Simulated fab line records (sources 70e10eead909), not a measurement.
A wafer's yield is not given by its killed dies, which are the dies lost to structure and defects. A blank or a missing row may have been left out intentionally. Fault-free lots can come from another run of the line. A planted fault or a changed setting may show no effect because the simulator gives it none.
Struck lot and sound lot, side by side -- flow nand-harc -- 12 steps out of a route of 1302
Sound: the wafers L466.1, L466.4, L466.5. Struck: wafers L488.1, L488.4, L488.5. The cause comes at the end.
Order at every step that has rows: each side's tool, ch and its chambers, its first start. Under that, the readings that differ: sound wafers -- struck wafers -- difference of the means -- sigmas: that difference in standard deviations of wafers without a fault.
alike: words and numbers the same on both sides, and readings whose means are apart by under 2 such deviations; not compared: readings that were withheld, readings missing a value for some wafer, numbers with overlapping values and no deviation given by the record, and bounds like >300 which may hide the same value.
A row with sigmas, a row that says differs or no value, or rows on one side alone: a step with any of these is where the two part. When numbers do not overlap yet have no deviation, they are printed without sigmas and do not part them. Lack of a reading on every wafer of one side parts them only where that side has two or more wafers.

first, 2 steps without rows for these wafers: NHARC_A_SLIT_PRECLEAN_19 (cleans in SC1); NHARC_A_SLIT_SRD_20.
NHARC_A_SLIT_CD_MEAS_21:
  struck on cd-sem-01, day 29 16:16; sound on cd-sem-03, day 20 08:27
  alike: cd-nm
then, 3 steps without rows for these wafers: NHARC_A_SIN_REMOVE_WET_00 (chemistry H3PO4, time 15300 s); NHARC_A_SIN_REMOVE_PRECLEAN_01 (cleans in SC1); NHARC_A_SIN_REMOVE_SRD_02.
NHARC_A_SIN_REMOVE_INSPECT_04:
  struck on defect-inspect-01, day 29 22:51; sound on defect-inspect-02, day 20 15:10
reading,sound,struck,difference,sigmas
raw-defect-count,298 232 251,625 425 532,+267,+3
NHARC_A_WL_FILL_ALD_00: deposits Al2O3, target thk 3 nm, pulse time 3 s, ald cycles 30.
  sound on ald-hk-04 ch 0,1,2, day 20 15:17; struck on ald-hk-04 ch 0,1,3, day 29 22:55
  alike: heater-power-w, precursor-pulse-height-rel
NHARC_A_WL_FILL_RTA_01: time 5 s.
  sound on rtp-anneal-01 ch 0, day 20 15:30; struck on rtp-anneal-02 ch 0, day 29 23:11
reading,sound,struck,difference,sigmas
anneal-temp-c-max,1005.1 1006.1 1005.0,1002.9 1002.6 1004.0,-2.2,-2
lamp-power-pct (%),32.2 32.2 32.2,29.7 29.8 29.7,-2.5,-2
wafer_temp_C_max,1005.0 1005.1 1004.2,1009.4 1009.1 1008.6,+4.3,+2
  alike: lamp_zone_1_pct
NHARC_A_WL_FILL_ALD_02: deposits TiN, target thk 2 nm, pulse time 3 s, ald cycles 100.
  sound on ald-metal-02 ch 1,2, day 20 15:45; struck on ald-metal-02 ch 0,2, day 29 23:24
  alike: heater-power-w, precursor-pulse-height-rel
NHARC_A_WL_FILL_CVD_03: deposits W, target thk 40 nm, time 279 s.
  sound on cvd-w-02 ch 0,1, day 20 16:08; struck on cvd-w-02 ch 0,1, day 29 23:50
  no value came back on the struck wafers for chamber-pressure-Torr (Torr), heater-power-outer-w (W), heater-power-w (W), throttle-valve-pct (%); on the sound wafers chamber-pressure-Torr (Torr) reads 40.10 40.06 40.01
NHARC_A_WL_FILL_ETCHBACK_04: etches the open film in NF3, target depth 60 nm, time 120 s.
  sound on rie-metal-01 ch 0,1, day 20 16:33; struck on rie-metal-02 ch 0,1, day 30 00:15
  alike: drypump-motor-current-A, oes-product-au
  not compared: rf-hours-counter-h

## WHERE THEY PART
At NHARC_A_SIN_REMOVE_INSPECT_04 first; at NHARC_A_WL_FILL_CVD_03 last (within this record only). Later steps at which nothing parts them and some readings are alike: NHARC_A_WL_FILL_ETCHBACK_04.

WHY: whatever the simulator had introduced
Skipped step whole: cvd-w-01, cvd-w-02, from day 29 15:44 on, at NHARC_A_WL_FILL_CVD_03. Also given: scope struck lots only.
